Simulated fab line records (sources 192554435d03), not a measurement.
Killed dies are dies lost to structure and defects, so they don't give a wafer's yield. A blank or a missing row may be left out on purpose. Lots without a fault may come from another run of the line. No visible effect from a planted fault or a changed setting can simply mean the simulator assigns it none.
Split-lot study	flow n5 finfet	21 wafers read from 7 lots, route of 1938 steps

## ON THE SPLIT
At N5_HKMG_FIN_PEB_10 (peb time 60 s), the setting peb time s was moved away from the recipe's 60 s on 8 of the 21 wafers read, by -16.4% to +15.8%. The other wafers ran this setting at the recipe's value.

## SPLIT TO READING: what lies between them in the file, 1 step
- N5_HKMG_FIN_DEVELOP_11: develop time 30 s

## THE READING
cd nm (nm) at N5_HKMG_FIN_CD_MEAS_12, where the cd target is 92.8 nm. Fault-free wafers of this fab line usually give 92.9 nm, standard deviation 0.62 nm.

wafer	tool, chamber at the split	peb time s as run, s	against the recipe	cd nm, nm	against lot-mates on the recipe
L076.1	litho track-04, 0	69.46	+15.8%	97.5	+4.9
L076.3	litho track-04, 0	60	recipe	92.6	-
L076.5	litho track-04, 0	69.46	+15.8%	97.8	+5.2
L077.1	litho track-02, 0	50.19	-16.4%	87.4	-5.7
L077.2	litho track-02, 0	50.19	-16.4%	87.2	-5.9
L077.4	litho track-02, 0	60	recipe	93.1	-
L081.2	litho track-02, 0	60	recipe	92.5	-
L081.3	litho track-02, 0	60	recipe	93.1	-
L081.5	litho track-02, 0	69.13	+15.2%	96.8	+4.0
L086.4	litho track-05, 0	60	recipe	92.9	-
L086.5	litho track-05, 0	60	recipe	92.8	-
L086.6	litho track-05, 0	60	recipe	93.0	-
L092.1	litho track-04, 0	60	recipe	93.9	-
L092.3	litho track-04, 0	60	recipe	93.4	-
L092.6	litho track-04, 0	60	recipe	93.2	-
L094.1	litho track-04, 0	68.71	+14.5%	96.7	+4.8
L094.5	litho track-04, 0	60	recipe	91.9	-
L094.6	litho track-04, 0	68.71	+14.5%	96.6	+4.7
L096.1	litho track-02, 0	60	recipe	92.4	-
L096.5	litho track-02, 0	60	recipe	93.3	-
L096.6	litho track-02, 0	53.6	-10.7%	88.7	-4.1

THE FIT
A straight line over all 21 wafers: cd nm changes by +0.307 nm for each +1% of peb time s; r = +0.98; the points scatter about the line by 0.54 nm.
The same after taking each lot's own level away (the mean of its wafers on the recipe; 21 wafers): +0.332 nm for each +1%; r = +0.99; scatter 0.35 nm.
Per that fit: largest peb time s move, reading shift of 5.4 nm.
The span of the lots' own levels, 91.90 to 93.50 nm, comes to 2.6 times the standard deviation stated above.
The two slopes are in agreement: the lot-to-lot level therefore moves the slope only a little.
Check: for one of the wafers moved furthest among these (-16.4%), held out of the fit, the line's prediction against its lot-mates is -5.52 nm. Against them it came out at -5.7 nm.

## FURTHER SPLITS ON THESE WAFERS
Other splits were also applied to these wafers ahead of the reading. Each is held against what the fit with the lots' levels taken away leaves over:
other split on the same wafers	wafers away from the commonest value	r with cd nm (lot level and that fit taken away)
N5_SDB_COAT_04 spin rpm	8	+0.49
N5_HKMG_FIN_COAT_06 spin rpm	6	+0.29

## FILE'S OWN FIT
cd nm changes by +0.326 nm for each +1% of peb time s, r = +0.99.
